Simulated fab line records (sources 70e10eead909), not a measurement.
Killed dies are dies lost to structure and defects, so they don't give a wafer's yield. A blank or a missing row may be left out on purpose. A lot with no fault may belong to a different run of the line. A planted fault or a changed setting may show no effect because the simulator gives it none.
fab line records	flow nand-harc
[record] lots = 13	wafers = 39	last-day = 25
route steps=1159 shown A_SGD_CUT@763 A_SLIT@785 END@1159
lots that met no fault: taken from a fault-free run of the same line
start-h: start of the lot's first displayed wafer, in hours after the record's first day	wait-h: hours since the lot's step before	" unchanged from the row above	L1.1+2: several wafers, shown together as one row	- no value, or no start given	* or withheld: withheld	< > ~ a bound
route shown NAME@n: names a module that has steps shown in the file, with the first one's number in the route	usual: mean/standard deviation of fault-free wafers	same: alike in all rows	chamber/n: place in a boat	sites: readings site by site	_std_site: the standard deviation of these	_edge_site: inner sites' mean taken away from outer sites' mean	radius-mm: for every site, how far away it sits from the centre of the wafer	mask NAME#n: copy n	behind: tool/chamber where the wafer was last shaped	hold: why the lot was held/for how many hours/how that ended	device: the n, p or np transistor that did not switch	end of line: the same wafers' tests at the end of the route	for a step that has no rows: nothing shown but its recipe	killed: the dies lost at the first sort to structure and to defects; this is not the yield of the wafer	map: per-die view of a wafer (x killed, . not killed, _ where there is no die)
set.NAME: the run value of the setting; set.NAME@STEP: its run value at that earlier step	model.NAME: the simulator's own value behind a step, which no gauge read
steps of the route over a sample of lots; a table a step, a row a wafer
services: a tool's chamber out of use, with start hour (start-h, from the record's first day; less than 0 if before it), hours out, and reason
[[steps]]
[step NHARC_A_SGD_CUT_ETCH_59]
[recipe] target-depth-a = 2600	over-etch-frac = 0.25	time-s = 406.25	ion-energy-ev = 200	n2-flow-sccm = 150	h2-flow-sccm = 150	ar-flow-sccm = 0	rf-w = 400	bias-w = 150	chemistry = N2/H2
[usual] drypump-motor-current-A = 5.7/0.46	oes-product-au = 1.006/0.011	rf-vpp-V = 429.8/2.9	showerhead-plenum-p-Torr = 2.01/0.1	throttle-valve-pct = 14.171/0.0088
[same] time-s = 406.25
lot.wafer	tool	chamber	start-h	wait-h	drypump-motor-current-A	oes-product-au	rf-hours-counter-h	rf-vpp-V	showerhead-plenum-p-Torr	throttle-valve-pct
L511.4	rie-diel-09	2	-	-	5.0	1.006	2	426.3	1.93	14.173
L511.2	"	0	"	"	5.7	1.010	4	429.8	1.97	14.161
L511.3	"	1	"	"	5.1	0.995	4	428.6	1.99	14.169
L514.3	rie-diel-09	3	-	-	6.5	0.990	7	428.6	1.92	14.168
L514.1	"	2	"	"	5.1	1.002	5	426.2	1.93	14.172
L514.5	"	0	"	"	5.7	1.015	-	427.1	1.97	14.165
L512.4	rie-diel-03	1	-	-	5.6	1.023	12	425.8	1.89	14.163
L512.1	"	2	"	"	5.6	0.999	12	430.9	2.05	14.180
L512.3	"	3	"	"	5.9	1.007	12	427.4	1.90	14.162
L515.2	rie-diel-06	2	-	-	6.0	1.006	6	433.6	2.19	14.177
L515.5	"	1	"	"	5.9	1.016	-	425.1	1.89	14.161
L515.6	"	2	"	"	6.0	1.008	-	434.6	2.19	14.172
L519.1	rie-diel-03	3	-	-	6.0	1.015	15	426.5	1.90	14.165
L519.2	"	2	"	"	5.7	1.008	14	431.7	2.05	14.150
L519.6	"	0	"	"	6.0	1.032	-	431.9	2.06	14.180
L520.3	rie-diel-09	3	-	-	6.5	0.995	10	427.0	1.92	14.178
L520.4	"	1	"	"	5.0	1.005	10	428.3	1.99	14.169
L520.5	"	3	"	"	6.5	0.998	-	425.9	1.92	14.165
L521.1	rie-diel-03	3	-	-	6.0	1.004	16	426.8	1.90	14.171
L521.6	"	2	"	"	5.7	0.998	-	430.6	2.05	14.183
L521.5	"	3	"	"	6.0	1.007	-	427.0	1.90	14.189
L522.2	rie-diel-06	2	-	-	5.9	0.997	8	434.0	2.19	14.182
L522.3	"	3	"	"	6.5	1.019	7	433.4	2.18	14.157
L522.4	"	3	"	"	6.5	1.019	-	434.8	2.18	14.165
L523.3	rie-diel-06	2	395.88	0.2	6.0	0.997	-	434.9	2.19	14.173
L523.4	"	0	"	"	5.3	1.018	-	433.9	2.12	14.175
L523.6	"	0	"	"	5.3	1.001	-	431.9	2.12	14.171
L526.3	rie-diel-06	2	-	-	6.0	1.001	10	434.9	2.19	14.175
L526.5	"	2	"	"	5.9	0.995	-	434.8	2.19	14.170
L526.4	"	0	"	"	5.3	1.010	-	433.4	2.12	14.193
L527.4	rie-diel-09	1	-	-	5.1	1.012	16	429.6	1.98	14.164
L527.1	"	3	"	"	6.5	1.007	16	427.1	1.92	14.165
L527.3	"	0	"	"	5.7	1.006	16	429.0	1.96	14.166
L532.2	rie-diel-03	1	-	-	5.7	1.008	4	426.7	1.89	14.175
L532.4	"	3	"	"	6.0	1.019	5	427.4	1.90	14.164
L532.6	"	1	"	"	5.7	0.997	-	425.0	1.89	14.167
L531.3	rie-diel-03	0	-	-	6.0	1.014	5	430.0	2.05	14.168
L531.1	"	1	"	"	5.7	0.998	5	425.7	1.89	14.158
L531.5	"	1	"	"	5.7	0.994	-	425.5	1.89	14.186
[step NHARC_A_SGD_CUT_STRIP_17]
[recipe] o2-flow-sccm = 500	ar-flow-sccm = 0	bias-w = 0	chemistry = O2
[usual] drypump-motor-current-A = 5.8/0.46	oes-product-au = 1.004/0.011	rf-vpp-V = 57.7/0.94	showerhead-plenum-p-Torr = 3.49/0.16	throttle-valve-pct = 17.037/0.0099
lot.wafer	tool	chamber	start-h	wait-h	drypump-motor-current-A	oes-product-au	rf-hours-counter-h	rf-vpp-V	showerhead-plenum-p-Torr	throttle-valve-pct
L511.2	rie-diel-09	0	-	-	5.7	1.020	4	57.0	3.41	17.040
L511.4	"	1	"	"	5.1	0.992	4	57.0	3.45	17.021
L511.3	"	2	"	"	5.1	0.994	3	56.8	3.36	17.023
L514.1	rie-diel-09	3	-	-	6.5	0.990	7	57.7	3.34	17.026
L514.3	"	0	"	"	5.7	1.015	7	56.7	3.41	17.016
L514.5	"	1	"	"	5.1	0.997	-	57.0	3.45	17.040
L512.3	rie-diel-03	1	-	-	5.7	1.025	12	57.9	3.30	17.047
L512.4	"	2	"	"	5.7	1.002	12	57.8	3.54	17.027
L512.1	"	3	"	"	6.0	1.005	12	57.8	3.31	17.051
L515.2	rie-diel-06	2	-	-	5.9	1.002	6	58.6	3.76	17.030
L515.5	"	3	"	"	6.5	1.009	-	56.4	3.76	17.037
L515.6	"	0	"	"	5.3	1.020	-	57.0	3.66	17.051
L519.2	rie-diel-03	3	-	-	6.0	1.007	15	55.3	3.31	17.031
L519.1	"	0	"	"	6.0	1.021	15	57.9	3.55	17.028
L519.6	"	2	"	"	5.7	1.005	-	57.0	3.54	17.021
L520.3	rie-diel-09	0	-	-	5.7	1.014	11	58.3	3.41	17.035
L520.4	"	2	"	"	5.1	1.004	8	56.6	3.36	17.042
L520.5	"	0	"	"	5.7	1.007	-	57.2	3.41	17.044
L521.1	rie-diel-03	1	-	-	5.7	1.016	16	56.7	3.30	17.022
L521.5	"	3	"	"	6.0	1.010	-	57.3	3.31	17.044
L521.6	"	0	"	"	6.0	1.008	-	57.6	3.55	17.035
L522.2	rie-diel-06	2	-	-	6.0	1.006	8	58.3	3.76	17.038
L522.3	"	3	"	"	6.5	1.011	7	59.0	3.75	17.043
L522.4	"	3	"	"	6.6	1.012	-	57.2	3.75	17.061
L523.4	rie-diel-06	2	396.73	0.1	6.0	0.998	-	58.3	3.76	17.048
L523.3	"	0	"	"	5.3	0.999	-	57.2	3.66	17.025
L523.6	"	2	"	"	6.0	0.999	-	59.3	3.76	17.049
L526.3	rie-diel-06	2	-	-	6.0	1.001	10	58.1	3.76	17.035
L526.4	"	0	"	"	5.3	1.011	-	59.1	3.66	17.041
L526.5	"	3	"	"	6.5	1.002	-	57.8	3.75	17.043
L527.3	rie-diel-09	3	-	-	6.5	0.997	16	57.7	3.34	17.031
L527.4	"	0	"	"	5.7	0.991	16	56.2	3.41	17.029
L527.1	"	2	"	"	5.1	1.009	15	58.5	3.36	17.040
L532.4	rie-diel-03	3	-	-	6.0	0.998	5	59.5	3.30	17.041
L532.2	"	0	"	"	6.0	1.018	5	57.5	3.55	17.035
L532.6	"	3	"	"	5.9	1.015	-	57.3	3.30	17.041
L531.1	rie-diel-03	2	-	-	5.7	1.002	5	58.8	3.54	17.046
L531.3	"	0	"	"	6.0	1.015	5	56.4	3.55	17.044
L531.5	"	2	"	"	5.7	0.998	-	56.7	3.54	17.017
[step NHARC_A_SGD_CUT_CMP_21]
[recipe] target-thk-nm = 148.19
[usual] motor-current-A = 12.4/1.4	time-to-endpoint-s = 52/4.1
lot.wafer	tool	chamber	start-h	wait-h	motor-current-A	time-to-endpoint-s
L511.4	cmp-03	3	301.57	0.4	10.8	52
L511.2	"	0	"	"	13.1	52
L511.3	"	1	"	"	13.1	49
L514.1	cmp-03	2	329.22	0.4	15.1	49
L514.3	"	3	"	"	10.4	51
L514.5	"	1	"	"	13.4	49
L512.4	cmp-04	0	329.22	0.4	12.0	57
L512.1	"	1	"	"	12.0	43
L512.3	"	2	"	"	11.8	51
L515.2	cmp-03	3	335.31	0.4	10.3	53
L515.5	"	0	"	"	12.5	55
L515.6	"	1	"	"	12.5	48
L519.1	cmp-04	0	362.22	0.4	11.8	59
L519.2	"	3	"	"	13.8	54
L519.6	"	0	"	"	12.2	59
L520.3	cmp-03	1	375.87	0.4	13.1	52
L520.4	"	2	"	"	14.3	50
L520.5	"	2	"	"	15.3	50
L521.1	cmp-04	3	375.92	0.4	14.4	55
L521.5	"	1	"	"	11.9	48
L521.6	"	2	"	"	12.8	55
L522.3	cmp-04	3	380.59	0.4	13.8	59
L522.4	"	0	"	"	11.5	63
L522.2	"	2	"	"	12.5	56
L526.3	cmp-02	0	403.07	0.4	9.6	53
L526.4	"	3	"	"	11.3	51
L526.5	"	1	"	"	10.8	48
L523.4	cmp-03	2	403.23	0.5	14.8	49
L523.3	"	3	"	"	10.2	54
L523.6	"	2	"	"	14.3	51
L527.4	cmp-04	3	431.64	0.4	13.6	50
L527.1	"	1	"	"	11.8	47
L527.3	"	2	"	"	12.2	54
L532.4	cmp-03	2	435.58	0.4	14.8	48
L532.2	"	0	"	"	12.9	54
L532.6	"	3	"	"	10.6	51
L531.3	cmp-04	2	435.61	0.4	12.8	52
L531.1	"	3	"	"	14.1	56
L531.5	"	2	"	"	12.7	51
[step NHARC_A_SLIT_SOFTBAKE_04]
[recipe] temp-c = 105	time-s = 55
[usual] heater-power-total-W = 188.46/0.14
lot.wafer	tool	chamber	start-h	wait-h	heater-power-total-W
L511.2	litho-track-06	0	307	-	188.35
L511.3	"	0	"	"	188.50
L511.4	"	0	"	"	188.63
L512.1	litho-track-01	0	332	-	188.35
L512.3	"	0	"	"	188.34
L512.4	"	0	"	"	188.46
L514.1	litho-track-04	0	332	-	188.74
L514.3	"	0	"	"	188.36
L514.5	"	0	"	"	188.41
L515.2	litho-track-04	0	340	-	209.35
L515.5	"	0	"	"	209.35
L515.6	"	0	"	"	209.84
L519.1	litho-track-06	0	370	-	188.31
L519.2	"	0	"	"	188.47
L519.6	"	0	"	"	188.41
L521.1	litho-track-04	0	381	-	209.31
L521.5	"	0	"	"	209.77
L521.6	"	0	"	"	209.35
L520.3	litho-track-04	0	382	-	209.48
L520.4	"	0	"	"	209.55
L520.5	"	0	"	"	209.43
L522.2	litho-track-06	0	387	-	188.34
L522.3	"	0	"	"	188.29
L522.4	"	0	"	"	188.39
L523.3	litho-track-06	0	406	-	188.66
L523.4	"	0	"	"	188.35
L523.6	"	0	"	"	188.49
L526.3	litho-track-01	0	406	-	188.35
L526.4	"	0	"	"	188.32
L526.5	"	0	"	"	188.30
L527.1	litho-track-01	0	436	-	188.67
L527.3	"	0	"	"	188.67
L527.4	"	0	"	"	188.46
L531.1	litho-track-06	0	440	-	188.45
L531.3	"	0	"	"	188.42
L531.5	"	0	"	"	188.31
L532.2	litho-track-01	0	440	-	188.48
L532.4	"	0	"	"	188.26
L532.6	"	0	"	"	188.29
[step NHARC_END_SORT_01]
[recipe] temp-c = 25
[usual] killed-at-array = 28/11	killed-at-other = 0.7/0.88	killed-at-periphery = 3.1/2.2	killed-dies = 31/12	killed-open = 3.3/2	killed-short = 2.0/1.6
[same] gross-dies = 677
lot.wafer	tool	chamber	start-h	wait-h	killed-at-array	killed-at-other	killed-at-periphery	killed-dies	killed-open	killed-short
L531.1	prober-02	0	577.82	2.5	44	1	3	48	2	1
L531.3	prober-02	0	579.42	3.1	41	0	7	48	7	0
L531.5	prober-02	0	581.02	3.7	54	0	5	59	1	1
// killed by level:class
L531.1 A_CHANNEL_HOLE_D1:chamber-film-flake=18 A_SLIT:chamber-film-flake=12 A_CONTACT:chamber-film-flake=5 A_STAIRCASE:chamber-film-flake=3 P_ZERO_WELL:chamber-film-flake=2 A_ZERO_WELL:chamber-film-flake=2 A_WL_FILL:geometric-particle:short=1 A_CONTACT:geometric-particle:open=1
L531.3 A_CHANNEL_HOLE_D1:chamber-film-flake=17 A_SLIT:chamber-film-flake=9 P_ZERO_WELL:chamber-film-flake=5 A_STAIRCASE:chamber-film-flake=4 A_CONTACT:chamber-film-flake=3 A_CONTACT:geometric-particle:open=2 A_M0:geometric-particle:open=2 A_ZERO_WELL:chamber-film-flake=2
L531.5 A_CHANNEL_HOLE_D1:chamber-film-flake=19 A_SLIT:chamber-film-flake=18 A_CONTACT:chamber-film-flake=7 A_STAIRCASE:chamber-film-flake=5 P_ZERO_WELL:chamber-film-flake=3 A_ZERO_WELL:chamber-film-flake=3 A_CONTACT:geometric-particle:open=1 A_M1:geometric-particle:short=1
[[services]]
tool	chamber	start-h	hours	kind
rie-diel-09	2	280.98	13.6	repair
rie-diel-03	0	284.98	3.8	repair
rie-diel-09	3	285.82	5.2	repair
litho-track-06	-	292.00	7.0	pm
cmp-04	-	300.10	0.7	repair
cmp-04	-	301.00	4.0	pm
cmp-04	-	308.98	4.5	repair
litho-track-04	-	316.00	7.0	pm
cmp-04	-	319.29	9.8	repair
rie-diel-03	2	325.88	2.7	repair
cmp-03	-	346.13	5.1	repair
cmp-03	-	352.00	4.0	pm
rie-diel-06	1	354.61	79.9	repair
rie-diel-06	-	356.93	1.1	repair
rie-diel-06	3	382.19	3.6	repair
cmp-04	-	388.24	0.5	repair
rie-diel-06	3	388.27	8.5	repair
rie-diel-03	-	392.30	9.0	pm
cmp-04	-	399.00	4.0	pm
rie-diel-03	2	410.34	6.7	repair
cmp-03	-	411.00	0.9	repair
rie-diel-06	-	418.27	9.0	pm
rie-diel-09	-	431.10	9.0	pm
rie-diel-06	2	436.20	4.8	repair
[[key]]
[first-sign] step = NHARC_A_SLIT_SOFTBAKE_04	reading = heater-power-total-W	direction = up	sigmas = 99+	usual = *	struck = *
effect none on later readings
met-at NHARC_A_SLIT_SOFTBAKE_04
struck-lots L515,L520,L521
rows-end L521.5
tester-left-out L515,L520,L521
not-acting-at NHARC_A_SGD_CUT_ETCH_59,NHARC_A_SGD_CUT_STRIP_17,NHARC_A_SGD_CUT_CMP_21
onset-between 332 340
[fault] kind = process-parameter-drift	tool = litho-track-04	chamber = -	onset-h = 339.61	steps = NHARC_A_SLIT_SOFTBAKE_04	channel = time-s	offset = *	shape = step	acts-in = *	stated = *
// tester-left-out: of these lots the tester's yield and bins aren't shown, on N5 and GAA mostly nor the transistor test; their killed dies are dies lost to structure and defects alone, not to doping, threshold or leakage, so they don't give the yield
// rows-end: these wafers met a further fault down the route, and their rows from its step on are left out
